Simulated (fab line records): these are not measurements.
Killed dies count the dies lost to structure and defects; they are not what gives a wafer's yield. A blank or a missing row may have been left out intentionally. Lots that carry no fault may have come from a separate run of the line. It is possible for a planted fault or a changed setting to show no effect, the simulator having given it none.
8D (eight disciplines) problem report, filled in by code || flow n5Finfet || the parts of the form that need people (team, actions taken, sign-off) are left out

== 1. THE ISSUE ==
Mean of killedAtFrontEnd at N5_PASSIVATION_PROBE_49: 192 over 2 wafers from 1 lot, against 45 (standard deviation 14) on wafers with no fault. Relative to the usual mean, that is a shift of +10 standard deviations.
Seen first at day 16 01:11 on prober-02, wafer L849.3. Wafers with a number at this step in the record: 5, from 2 lots. Rule for "out" (also "out of limits"): further than 4 standard deviations from the usual mean. The other wafers with a number count as sound.

== 2. WHAT THIS IS AND IS NOT ==
{"question": "which readings at this step", "is": "killedAtFrontEnd, defectLimitedYield, killedDies, sort_bin_5_function, sortNPass, sortYieldPct", "is not": "killed_at_M0_to_M3, killed_at_M4_up, killedAtContacts, killedAtOther, killedOpen, killedShort, sort_bin_6_memory, sort_bin_8_speed"}
{"question": "which lots", "is": "L849", "is not": "L857"}
{"question": "which wafers of those lots", "is": "L849.3, L849.6", "is not": "L849.5"}
{"question": "read on which tools", "is": "prober-02", "is not": "-"}
{"question": "when", "is": "from day 16 01:11", "is not": "up to then (0 sound wafers); but 3 sound wafers of L849, L857 came after"}

== 3. WHAT RULES OUT EACH SUSPECT ==
Counting: any tool at a process step up to the reading remains a suspect provided it ran every lot that is out. Sound lots after the first of them don't rule it out here, since some wafers of a struck lot are sound.
- rieDiel-06 at N5_GATE_CUT_ETCH_19 (etches SiNx in CH3F/O2, target depth 53.7 nm, time 76.7 s): kept. It ran the lot that is out, L849 (day 7 13:49).
- pecvd-03 at N5_PASSIVATION_PECVD_01 (deposits SiNx from SiH4/NH3/N2, target thk 200 nm, time 43.2 s): kept. It ran the lot that is out, L849 (day 15 14:26).
- rieDiel-02 at N5_PASSIVATION_ETCH_15 (etches SiCN in CF4/N2, target depth 75 nm, time 81.2 s): kept. It ran the lot that is out, L849 (day 16 01:11). Because N5_PASSIVATION_ETCH_15 lacks a start for some lots, the hours and order of its lots are taken from N5_PASSIVATION_PROBE_49.
- prober-02 at N5_PASSIVATION_PROBE_49: kept. It ran the lot that is out, L849 (day 16 01:11). On those wafers its own readings are out: defectLimitedYield, killedAtFrontEnd, killedDies, sort_bin_5_function, sortNPass, sortYieldPct.
- The sound lot-mates ran in chamber 0 of rieDiel-06 at N5_GATE_CUT_ETCH_19, but the wafers that are out ran in chamber 3.
- Within pecvd-03 at N5_PASSIVATION_PECVD_01: the wafers that are out ran in chambers 1, 2; their sound lot-mates ran in chamber 0.
- Within rieDiel-02 at N5_PASSIVATION_ETCH_15: the wafers that are out ran in chambers 1, 3; their sound lot-mates ran in chamber 2.
Left after counting: rieDiel-06 at N5_GATE_CUT_ETCH_19, pecvd-03 at N5_PASSIVATION_PECVD_01, rieDiel-02 at N5_PASSIVATION_ETCH_15, prober-02 at N5_PASSIVATION_PROBE_49.

== 4. THE CAUSE (what the simulator had put in) ==
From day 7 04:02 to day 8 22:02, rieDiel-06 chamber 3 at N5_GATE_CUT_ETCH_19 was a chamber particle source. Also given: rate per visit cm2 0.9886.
Counting left 4 suspects, and this tool is among them.

== 5. THE CHAIN OF EFFECTS, in route order ==
One row per reading whose mean, taken over the struck wafers that have a number, lies over 3 standard deviations from the usual. Only readings for which the record gives a usual standard deviation are gone through. hours: the time from each lot's start at the first step in this table that gives one to its start at this step, as a median over the lots. sigmas: the change in usual standard deviations.
{"hours": 0, "step": "N5_PASSIVATION_PROBE_49", "reading": "defectLimitedYield", "usual": "90.5 %", "on struck wafers": 80.3, "change": -10.2, "sigmas": -6.0}
{"hours": 0, "step": "N5_PASSIVATION_PROBE_49", "reading": "killedAtFrontEnd", "usual": 45, "on struck wafers": 192, "change": "+146", "sigmas": "+10"}
{"hours": 0, "step": "N5_PASSIVATION_PROBE_49", "reading": "killedDies", "usual": 112, "on struck wafers": 232, "change": "+120", "sigmas": "+5.7"}
{"hours": 0, "step": "N5_PASSIVATION_PROBE_49", "reading": "sort_bin_5_function", "usual": "5.6 %", "on struck wafers": 12.2, "change": "+6.7", "sigmas": "+5.5"}
{"hours": 0, "step": "N5_PASSIVATION_PROBE_49", "reading": "sortNPass", "usual": 1068, "on struck wafers": 948, "change": -120, "sigmas": -5.7}
{"hours": 0, "step": "N5_PASSIVATION_PROBE_49", "reading": "sortYieldPct", "usual": "90.5 %", "on struck wafers": 80.3, "change": -10.2, "sigmas": -5.7}
Here are the process steps it includes:
- N5_PASSIVATION_PROBE_49

== 6. HOW IT WOULD HAVE BEEN CAUGHT EARLIER ==
The fault began at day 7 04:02; the first out-of-limits reading in this record came at day 16 01:11, 213 hours later.
Of the tool readings at N5_GATE_CUT_ETCH_19 for which the record gives a usual standard deviation, none was out on any struck wafer, so an alarm limit of 4 standard deviations on them would not have fired.
By day 16 01:11 the whole set of lots that are out, 1 in number, had already begun N5_GATE_CUT_ETCH_19 on rieDiel-06. Had the tool been put on hold then, not one of them would have been saved.
